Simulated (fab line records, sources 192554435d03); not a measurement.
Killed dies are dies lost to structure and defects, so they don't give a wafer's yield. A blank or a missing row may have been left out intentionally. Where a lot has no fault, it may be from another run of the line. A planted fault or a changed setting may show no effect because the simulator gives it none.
Lot-split experiment | flow n5Finfet | on a route of 1938 steps: 7 lots, 21 wafers read

== ABOUT THE SPLIT ==
At N5_BEOL_M7_PECVD_70 (deposits SiO2 from TEOS/O2, target thk 20 nm, time 22.7 s), the setting tempC was moved away from the recipe's 400 C on 6 of the 21 wafers read, by -4.5% to +2.5%. All remaining wafers had this setting at the recipe value.

== FROM THE SPLIT TO THE READING: what the file shows between them, 3 steps ==
- N5_BEOL_M7_HM_DEP_02: deposits TiN, target thk 20 nm
- N5_BEOL_M7_COAT_59: time 60 s, resist thk 100 nm
- N5_BEOL_M7_STRIP_80: strips in N2/H2, time 10 s

== THE READING ==
SiO2_of_BEOL_M7_PECVD_70.thkNm (the simulator's own value, which no gauge read), in nm, at N5_BEOL_M7_HM_STRIP_39 (strips TiN in peroxide tin strip, target depth 25 nm, time 158 s). The file does not state a usual value for it. Here, 15 wafers ran the recipe; their average is 19.8 nm with a standard deviation of 0.27 nm.

wafer  | tool, chamber at the split | tempC as run, C | against the recipe | SiO2_of_BEOL_M7_PECVD_70.thkNm, nm | against lot-mates on the recipe
L075.3 | pecvd-01, 1                | 400             | recipe             | 20                                 | -
L075.5 | pecvd-01, 0                | 400             | recipe             | 20                                 | -
L075.4 | pecvd-01, 1                | 406.3           | +1.6%              | 19.2                               | -0.8
L074.1 | pecvd-04, 1                | 400             | recipe             | 20                                 | -
L074.3 | pecvd-04, 0                | 400             | recipe             | 20                                 | -
L074.5 | pecvd-04, 0                | 400             | recipe             | 20                                 | -
L082.2 | pecvd-03, 1                | 400             | recipe             | 19.2                               | -
L082.3 | pecvd-03, 0                | 382             | -4.5%              | 21.8                               | +2.6
L082.4 | pecvd-03, 0                | 382             | -4.5%              | 22.2                               | +3.0
L090.2 | pecvd-03, 0                | 384.6           | -3.8%              | 21.6                               | +1.8
L090.3 | pecvd-03, 1                | 400             | recipe             | 19.6                               | -
L090.4 | pecvd-03, 2                | 400             | recipe             | 20                                 | -
L087.1 | pecvd-04, 1                | 410             | +2.5%              | 18.4                               | -1.6
L087.4 | pecvd-04, 0                | 410             | +2.5%              | 18.4                               | -1.6
L087.5 | pecvd-04, 1                | 400             | recipe             | 20                                 | -
L094.3 | pecvd-01, 2,0              | 400             | recipe             | 19.4                               | -
L094.4 | pecvd-01, 2,0              | 400             | recipe             | 19.4                               | -
L094.5 | pecvd-01, 2                | 400             | recipe             | 19.8                               | -
L097.1 | pecvd-03, 2,1,2            | 400             | recipe             | 19.6                               | -
L097.2 | pecvd-03, 2,1,2            | 400             | recipe             | 19.6                               | -
L097.4 | pecvd-03, 2,1,2            | 400             | recipe             | 19.8                               | -
The file does not say which wafer passed through which chamber wherever a row lists several chambers: such a row stands for several wafers.

FIT RESULTS
A straight line over all 21 wafers: SiO2_of_BEOL_M7_PECVD_70.thkNm changes by -0.497 nm for each +1% of tempC; r = -0.97; the points scatter about the line by 0.25 nm.
The same after taking each lot's own level away (the mean of its wafers on the recipe; 21 wafers): -0.59 nm for each +1%; r = -0.99; scatter 0.18 nm.
On that fit, the largest move of tempC shifts the reading by 2.7 nm.
Across the lots, their own levels run from 19.20 to 20.00 nm, a range of 3.0 times the standard deviation given above.
Thus the slope moves with the lot-to-lot level: the two fits are different.
Check: +2.66 nm against its lot-mates is what the line predicts for one of the wafers moved furthest among these (-4.5%) when that wafer is left out of the fit. It came out at +2.6 nm against them.

== THE OTHER SPLITS THESE WAFERS WENT THROUGH ==
Other splits were also applied to these wafers ahead of the reading. Each is held against what the fit with the lots' levels taken away leaves over:
other split on the same wafers | wafers away from the commonest value | r with SiO2_of_BEOL_M7_PECVD_70.thkNm (lot level and that fit taken away)
N5_BEOL_M3_EXPOSE_08 doseMj    | 5                                    | -0.05
N5_BEOL_M3_SPUTTER_81 timeS    | 9                                    | -0.28
N5_BEOL_M4_DESCUM_16 timeS     | 8                                    | +0.15
N5_BEOL_M4_COAT_76 spinRpm     | 4                                    | +0.26
N5_BEOL_M6_COAT_64 spinRpm     | 6                                    | +0.10
N5_BEOL_M7_ILD_DEP_00 timeS    | 8                                    | -0.19

== THE WHOLE CHAIN: every reading that the file lists as answering this split, in the file's order ==
step                   | what it does                                                     | reading                                                                         | change (the file's fit)               | r (the file's)
N5_BEOL_M7_PECVD_70    | deposits SiO2 from TEOS/O2, target thk 20 nm, time 22.7 s        | SiO2_of_BEOL_M7_PECVD_70.thkNm (the simulator's own value, which no gauge read) | -0.577 nm for each +1% of the setting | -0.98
N5_BEOL_M7_HM_STRIP_39 | strips TiN in peroxide tin strip, target depth 25 nm, time 158 s | SiO2_of_BEOL_M7_PECVD_70.thkNm (the simulator's own value, which no gauge read) | -0.566 nm for each +1% of the setting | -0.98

== FILE'S OWN FIT ==
SiO2_of_BEOL_M7_PECVD_70.thkNm changes by -0.566 nm for each +1% of tempC, r = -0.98.
